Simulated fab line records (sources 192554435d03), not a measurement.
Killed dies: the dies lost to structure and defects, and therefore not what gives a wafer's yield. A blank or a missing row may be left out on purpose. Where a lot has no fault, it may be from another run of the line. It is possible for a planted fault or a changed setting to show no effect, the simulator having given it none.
fab line records | flow n5Finfet
record: lots: 4 | wafers: 12 | lastDay: 20
route steps=1938 shown WELL_APT@36 PMOS_HMC_CHANNEL_EPI@57 BEOL_M4@1111 PASSIVATION@1936
lots that met no fault: from a run of the same line without faults
startH: start of the lot's first displayed wafer, in hours after the record's first day | waitH: hours since the lot's step before | " the same as in the row above | L1.1+2: a single row standing in for several wafers | - value missing, or start not given | * or withheld: withheld | < > ~ a bound
route shown NAME@n: a module of which the file shows steps, and the number in the route of the first | usual: average and standard deviation across the fault-free wafers | same: alike in all rows | chamber/n: place in a boat | sites: each site's reading | _std_site: standard deviation of those values | _edge_site: the outer-site mean with the inner-site mean subtracted | radiusMm: for every site, how far away it sits from the centre of the wafer | mask NAME#n: copy n | behind: the tool/chamber that last shaped the wafer | hold: reason for holding the lot/hours on hold/outcome of the hold | device: the n, p or np transistor that did not switch | end of line: tests run on the same wafers once the route is complete | where a step has no rows: the recipe by itself | killed: dies lost to structure and defects at the first sort, not the wafer's yield | map: per-die view of a wafer (x killed, . not killed, _ where there is no die)
set.NAME: the setting the step ran with; set.NAME@STEP: the setting that earlier step ran with | model.NAME: the simulator's own value behind a step, which no gauge read
lots at some steps of the route; a table a step, a row a wafer
services: from which hour (startH, from the record's first day; less than 0 if before it) a tool's chamber was out of use, for how many hours, and why
== steps ==
step: N5_WELL_APT_COAT_19
recipe: spinRpm: 1357 | resistThkNm: 950
step: N5_WELL_APT_EBR_21
recipe: solvent: PGMEA | ebrWidthMm: 1.5
step: N5_WELL_APT_SOFTBAKE_20
recipe: tempC: 130 | timeS: 60
step: N5_WELL_APT_EXPOSE_22
recipe: maskId: PWELL | na: 0.8 | sourceShape: conventional | sigmaOuter: 0.8 | polarization: unpolarized | defocusNm: 0 | targetCdNm: 200 | doseMj: 23.2
step: N5_WELL_APT_PEB_23
recipe: pebTempC: 130 | pebTimeS: 90
step: N5_WELL_APT_DEVELOP_24
recipe: developTimeS: 45 | rinseLiquid: surfactantRinse | dry: airSpin | devTempC: 21
step: N5_WELL_APT_HARDBAKE_29
recipe: tempC: 130 | timeS: 120
step: N5_WELL_APT_DESCUM_30
recipe: chemistry: O2 | timeS: 7.9 | sourcePowerW: 50 | biasPowerW: 20 | pressureMtorr: 20 | rfFrequencyHz: 2.712e+07 | tempC: 40 | o2FlowSccm: 225
step: N5_WELL_APT_IMPLANT_31
recipe: species: B | energyKev: 60 | doseCm2: 1.5e+13 | tiltDeg: 0 | rotationDeg: 0
step: N5_WELL_APT_IMPLANT_32
recipe: species: BF2 | energyKev: 50 | doseCm2: 2e+13 | tiltDeg: 0 | rotationDeg: 0
usual: doseIonsCm2: 2.0004e+13/2.1e+10 | faradayCurrentUA: 254/4.7
lot.wafer | tool         | chamber | startH | waitH | doseIonsCm2 | faradayCurrentUA
L514.1    | implanter-02 | 0       | 57.34  | 0.1   | 2.3488e+13  | 282
L514.2    | "            | 0       | "      | "     | 2.3505e+13  | 293
L514.6    | "            | 0       | "      | "     | 2.3509e+13  | 304
L516.2    | implanter-02 | 0       | 69.40  | 0.1   | 2.3495e+13  | 297
L516.3    | "            | 0       | "      | "     | 2.3476e+13  | 297
L516.4    | "            | 0       | "      | "     | 2.3503e+13  | 296
L527.2    | implanter-02 | 0       | 135.52 | 0.1   | 2.0005e+13  | 261
L527.3    | "            | 0       | "      | "     | 1.9968e+13  | 258
L527.4    | "            | 0       | "      | "     | 2.0009e+13  | 256
L530.4    | implanter-01 | 0       | 153.51 | 0.1   | 2.0026e+13  | 248
L530.5    | "            | 0       | "      | "     | 1.9972e+13  | 258
L530.6    | "            | 0       | "      | "     | 2.0031e+13  | 258
step: N5_WELL_APT_STRIP_33
recipe: chemistry: SPM | timeS: 900 | tempC: 130 | h2so4H2o2VolRatio: 4 | dry: ipaMarangoni
step: N5_WELL_APT_RTA_34
recipe: tempC: 1000 | timeS: 10 | ambient: N2 | idleTempC: 600 | rampUpCPerS: 150 | rampDownCPerS: 60 | coolToC: 600
step: N5_WELL_APT_OXIDE_STRIP_42
recipe: chemistry: dHF | dilution: 25:1 | timeS: 45 | tempC: 25 | target: SiO2 | targetDepthA: 120
step: N5_WELL_APT_PRECLEAN_36
recipe: chemistry: O3/DIW | timeS: 45 | tempC: 22 | o3Ppm: 10
step: N5_WELL_APT_PRECLEAN_39
recipe: chemistry: dHF | timeS: 60 | dilution: 150:1 | tempC: 25
step: N5_WELL_APT_SRD_37
recipe: dry: ipaMarangoni | doPpb: 5 | timeS: 30 | tempC: 23 | rinseLiquid: diw
step: N5_WELL_APT_EPI_41
recipe: material: Si | targetThkA: 500 | tempC: 650 | precursor: SiH4/H2 | pressureTorr: 20 | timeS: 297.7
step: N5_PMOS_HMC_CHANNEL_EPI_HM_DEP_34
recipe: material: SiO2 | targetThkA: 360 | tempC: 400 | precursor: TEOS/O2 | pressureTorr: 6.5 | rfW: 900 | teosFlowSccm: 161.4 | gas: O2 | flowSccm: 2650 | timeS: 6.9
step: N5_PMOS_HMC_CHANNEL_EPI_COAT_31
recipe: resist: BARC | tempC: 205 | timeS: 60 | spinRpm: 1500 | resistThkNm: 66
step: N5_PMOS_HMC_CHANNEL_EPI_COAT_03
recipe: resist: CAR-ArF-block | spinRpm: 1500 | resistThkNm: 205
step: N5_PMOS_HMC_CHANNEL_EPI_EBR_05
recipe: solvent: PGMEA | ebrWidthMm: 1.5
step: N5_PMOS_HMC_CHANNEL_EPI_SOFTBAKE_04
recipe: tempC: 110 | timeS: 60 | resist: CAR-ArF-block
step: N5_PMOS_HMC_CHANNEL_EPI_EXPOSE_06
recipe: maskId: PMOS_HMC_BLK | na: 1.35 | sourceShape: conventional | sigmaOuter: 0.8 | polarization: unpolarized | targetCdNm: 240 | doseMj: 41
step: N5_PMOS_HMC_CHANNEL_EPI_PEB_07
recipe: pebTempC: 110 | pebTimeS: 60 | resist: CAR-ArF-block
step: N5_PMOS_HMC_CHANNEL_EPI_DEVELOP_08
recipe: developTimeS: 30 | developer: TMAH | resist: CAR-ArF-block | devTempC: 23 | rinseLiquid: diw | dry: airSpin
step: N5_PMOS_HMC_CHANNEL_EPI_DESCUM_14
recipe: chemistry: O2 | timeS: 7.9 | sourcePowerW: 50 | biasPowerW: 20 | pressureMtorr: 20 | rfFrequencyHz: 2.712e+07 | tempC: 40 | resist: CAR-ArF-block | o2FlowSccm: 225
step: N5_PMOS_HMC_CHANNEL_EPI_ETCH_32
recipe: chemistry: N2/H2 | target: BARC | stopOn: SiO2 | targetDepthA: 858 | overEtchFrac: 0.3 | timeS: 50.3 | ionEnergyEv: 200 | maskMaterial: CAR-ArF-block | pressureMtorr: 30 | sourceW: 840 | biasW: 150 | n2FlowSccm: 200 | h2FlowSccm: 200
step: N5_PMOS_HMC_CHANNEL_EPI_HM_OPEN_15
recipe: chemistry: CHF3/O2 | target: SiO2 | maskMaterial: CAR-ArF-block | targetDepthA: 406 | CHF3_flow_sccm: 50 | O2_flow_sccm: 5 | Ar_flow_sccm: 200 | timeS: 20.3 | pressureMtorr: 30 | sourceW: 650 | biasW: 170 | ionEnergyEv: 200
step: N5_PMOS_HMC_CHANNEL_EPI_STRIP_33
recipe: chemistry: N2/H2 | powerW: 500 | tempC: 40 | pressureMtorr: 50 | rfFrequencyHz: 6e+07 | overashFraction: 0.3 | biasPowerW: 8 | h2Frac: 0.5 | n2FlowSccm: 300 | h2FlowSccm: 300
step: N5_PMOS_HMC_CHANNEL_EPI_STRIP_17
recipe: chemistry: SPM | timeS: 750 | tempC: 130 | h2so4H2o2VolRatio: 4 | dry: ipaMarangoni
step: N5_PMOS_HMC_CHANNEL_EPI_ETCH_38
recipe: chemistry: CF4 | target: SiO2 | targetDepthA: 15 | ionEnergyEv: 350 | pressureMtorr: 10 | icpW: 800 | biasW: 400 | cf4FlowSccm: 80
step: N5_PMOS_HMC_CHANNEL_EPI_FIN_RECESS_16
recipe: chemistry: HBr/Cl2 | target: Si | maskMaterial: SiO2 | targetDepthA: 540 | timeS: 18 | pressureMtorr: 10 | icpW: 800 | biasW: 75 | HBr_flow_sccm: 150 | Cl2_flow_sccm: 80
step: N5_PMOS_HMC_CHANNEL_EPI_PRECLEAN_36
recipe: chemistry: O3/DIW | timeS: 45 | tempC: 22 | o3Ppm: 10
step: N5_PMOS_HMC_CHANNEL_EPI_PRECLEAN_18
recipe: chemistry: DHF | timeS: 30 | tempC: 25 | dilution: withheld
step: N5_PMOS_HMC_CHANNEL_EPI_SRD_19
recipe: dry: ipaMarangoni | doPpb: 5 | timeS: 30 | tempC: 23 | rinseLiquid: diw
step: N5_BEOL_M4_RC_MEAS_101
usual: CJ_N: 4.35/0.086 | DIBL_N: 36.7/1.8 | DIBL_P: 37.0/2.4 | IOFF_N: 0.17/0.036 | IOFF_P: 0.22/0.042 | ION_N: 673/12 | ION_P: 462/8.5 | SS_N: 71.7/0.62 | SS_P: 73.4/0.65 | VT_N: 250/3.7 | VT_P: -250/3.7
lot.wafer | tool      | chamber | startH | waitH | CJ_N | DIBL_N[mV/V] | DIBL_P[mV/V] | IOFF_N[nA/um] | IOFF_P[nA/um] | ION_N[uA/um] | ION_P[uA/um] | SS_N[mV/dec] | SS_P[mV/dec] | VT_N[mV] | VT_P[mV]
L514.1    | prober-02 | 0       | 224.14 | 0.0   | 4.81 | 36.3         | 36.5         | 0.16          | 0.21          | 668          | 465          | 71.7         | 72.7         | 252      | -247
L514.2    | "         | 0       | "      | "     | 4.78 | 34.7         | 35.1         | 0.13          | 0.19          | 662          | 464          | 71.4         | 73.0         | 250      | -250
L514.6    | "         | 0       | "      | "     | 4.81 | 35.7         | 35.8         | 0.15          | 0.20          | 662          | 463          | 71.3         | 73.0         | 251      | -251
L516.2    | prober-01 | 0       | 237.86 | 0.2   | 4.56 | 38.1         | 38.7         | 0.20          | 0.30          | 679          | 474          | 72.3         | 73.0         | 248      | -242
L516.3    | "         | 0       | "      | "     | 4.63 | 34.4         | 34.8         | 0.14          | 0.23          | 676          | 479          | 71.1         | 72.4         | 247      | -241
L516.4    | "         | 0       | "      | "     | 4.51 | 36.6         | 37.2         | 0.17          | 0.27          | 676          | 472          | 71.7         | 73.1         | 248      | -245
L527.2    | prober-01 | 0       | 300.70 | 0.2   | 4.40 | 37.6         | 36.2         | 0.17          | 0.22          | 675          | 459          | 71.5         | 73.6         | 249      | -252
L527.3    | "         | 0       | "      | "     | 4.38 | 34.7         | 33.3         | 0.13          | 0.17          | 675          | 459          | 71.0         | 72.9         | 255      | -252
L527.4    | "         | 0       | "      | "     | 4.48 | 32.5         | 30.5         | 0.11          | 0.15          | 664          | 456          | 70.4         | 72.1         | 254      | -257
L530.4    | prober-01 | 0       | 356.19 | 0.5   | 4.29 | 36.3         | 36.1         | 0.16          | 0.21          | 686          | 465          | 71.9         | 73.1         | 248      | -249
L530.5    | "         | 0       | "      | "     | 4.26 | 36.5         | 35.6         | 0.15          | 0.20          | 675          | 464          | 71.0         | 73.1         | 249      | -253
L530.6    | "         | 0       | "      | "     | 4.41 | 34.9         | 32.6         | 0.12          | 0.15          | 663          | 445          | 71.7         | 72.3         | 255      | -255
step: N5_PASSIVATION_PROBE_49
usual: defectLimitedYield: 91.1/1.4 | killed_at_M0_to_M3: 32/9.3 | killed_at_M4_up: 13/5.8 | killedAtContacts: 12/6.3 | killedAtFrontEnd: 44/12 | killedAtOther: 3.6/2.7 | killedDies: 104/17 | killedOpen: 69/13 | killedShort: 34/6.9 | sort_bin_5_function: 5.2/0.98 | sort_bin_6_memory: 3.3/0.59 | sortNPass: 1075/17 | sortYieldPct: 91.1/1.4
same: grossDies: 1180 | killedAtBackSide: 0 | sort_bin_4_leakage[%]: 0 | sort_bin_8_speed[%]: 0
lot.wafer | tool      | chamber | startH | waitH | defectLimitedYield[%] | killed_at_M0_to_M3 | killed_at_M4_up | killedAtContacts | killedAtFrontEnd | killedAtOther | killedDies | killedOpen | killedShort | sort_bin_5_function[%] | sort_bin_6_memory[%] | sortNPass | sortYieldPct[%]
L527.2    | prober-01 | -       | 418.82 | 0.1   | 92.0                  | 36                 | 9               | 13               | 35               | 1             | 94         | 66         | 28          | 4.3                    | 3.2                  | 1086      | 92.0
L527.3    | prober-01 | -       | 418.87 | 0.1   | 91.5                  | 28                 | 9               | 9                | 48               | 6             | 100        | 75         | 25          | 5.1                    | 3.1                  | 1080      | 91.5
L527.4    | prober-01 | -       | 418.92 | 0.2   | 92.5                  | 31                 | 10              | 17               | 30               | 1             | 89         | 59         | 30          | 4.4                    | 3.1                  | 1091      | 92.5
L530.4    | prober-01 | -       | 470.45 | 0.2   | 92.8                  | 24                 | 9               | 14               | 33               | 5             | 85         | 57         | 27          | 4.6                    | 2.6                  | 1095      | 92.8
L530.5    | prober-01 | -       | 470.50 | 0.2   | 93.6                  | 27                 | 8               | 5                | 34               | 1             | 75         | 47         | 26          | 3.3                    | 3.1                  | 1105      | 93.6
L530.6    | prober-01 | -       | 470.55 | 0.3   | 90.6                  | 51                 | 13              | 17               | 27               | 3             | 111        | 76         | 32          | 5.7                    | 3.6                  | 1069      | 90.6
killed by level:class
L527.2 MOL_CONTACT_COAG:geometricParticle:open=8 FIN_SAQP:geometricParticle:open=7 DUMMY_GATE:geometricParticle:open=7 STI_FIN_REVEAL:geometricParticle:open=7 BEOL_M0_SAQP:geometricParticle:short=7 BEOL_M3:geometricParticle:open=7 BEOL_M0_SAQP:geometricParticle:open=6 MOL_CONTACT_COAG:geometricParticle:short=5
L527.3 FIN_SAQP:geometricParticle:open=18 STI_FIN_REVEAL:geometricParticle:open=8 DUMMY_GATE:geometricParticle:open=8 MOL_CONTACT_COAG:geometricParticle:open=6 BEOL_M1:geometricParticle:open=6 FIN_SAQP:geometricParticle:short=5 BEOL_M0_SAQP:geometricParticle:open=5 BEOL_M0_SAQP:geometricParticle:short=5
L527.4 MOL_CONTACT_COAG:geometricParticle:open=13 BEOL_M0_SAQP:geometricParticle:open=9 BEOL_M0_SAQP:geometricParticle:short=8 BEOL_M2:geometricParticle:open=8 FIN_SAQP:geometricParticle:open=6 STI_FIN_REVEAL:geometricParticle:open=6 FIN_SAQP:geometricParticle:short=5 DUMMY_GATE:geometricParticle:open=4
L530.4 MOL_CONTACT_COAG:geometricParticle:open=11 BEOL_M3:geometricParticle:open=10 FIN_SAQP:geometricParticle:short=8 FIN_SAQP:geometricParticle:open=5 STI_FIN_REVEAL:geometricParticle:open=3 DUMMY_GATE:geometricParticle:open=3 ILD0:geometricParticle:open=3 BEOL_M2:geometricParticle:open=3
L530.5 BEOL_M2:geometricParticle:open=12 FIN_SAQP:geometricParticle:short=9 STI_FIN_REVEAL:geometricParticle:open=6 FIN_SAQP:geometricParticle:open=4 ILD0:geometricParticle:open=3 MOL_CONTACT_COAG:geometricParticle:open=3 BEOL_M0_SAQP:geometricParticle:open=3 BEOL_M1:geometricParticle:open=3
L530.6 MOL_CONTACT_COAG:geometricParticle:open=15 BEOL_M2:geometricParticle:open=12 BEOL_M0_SAQP:geometricParticle:open=10 BEOL_M0_SAQP:geometricParticle:short=9 BEOL_M3:geometricParticle:open=9 GATE_CUT:geometricParticle:short=7 BEOL_M4:geometricParticle:open=5 FIN_SAQP:geometricParticle:open=3
== services ==
tool         | chamber | startH | hours | kind
implanter-02 | -       | 52.00  | 4.2   | repair
implanter-01 | -       | 57.90  | 0.6   | repair
implanter-01 | -       | 102.77 | 2.9   | repair
implanter-01 | -       | 130.37 | 3.2   | pm
== key ==
firstSign: step: N5_WELL_APT_IMPLANT_32 | reading: doseIonsCm2 | direction: up | sigmas: 99+ | usual: 2.0004e+13 | struck: 2.3496e+13
effect: step: N5_WELL_APT_IMPLANT_32 | reading: faradayCurrentUA | direction: up | sigmas: 8.7 | usual: 254 | struck: 295
effect: step: N5_BEOL_M4_RC_MEAS_101 | reading: CJ_N | direction: up | sigmas: 3.9 | usual: 4.35 | struck: 4.68
metAt N5_WELL_APT_IMPLANT_32
struckWafers L514.1,L514.2,L514.6,L516.2,L516.3,L516.4
fault: kind: processParameterDrift | tool: implanter-02 | chamber: - | onsetH: 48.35 | steps: N5_WELL_APT_IMPLANT_32 | channel: doseCm2 | offset: 3.4804e+12 | shape: step | endH: 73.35 | actsIn: theseRecipesOnly | stated: 2e+13
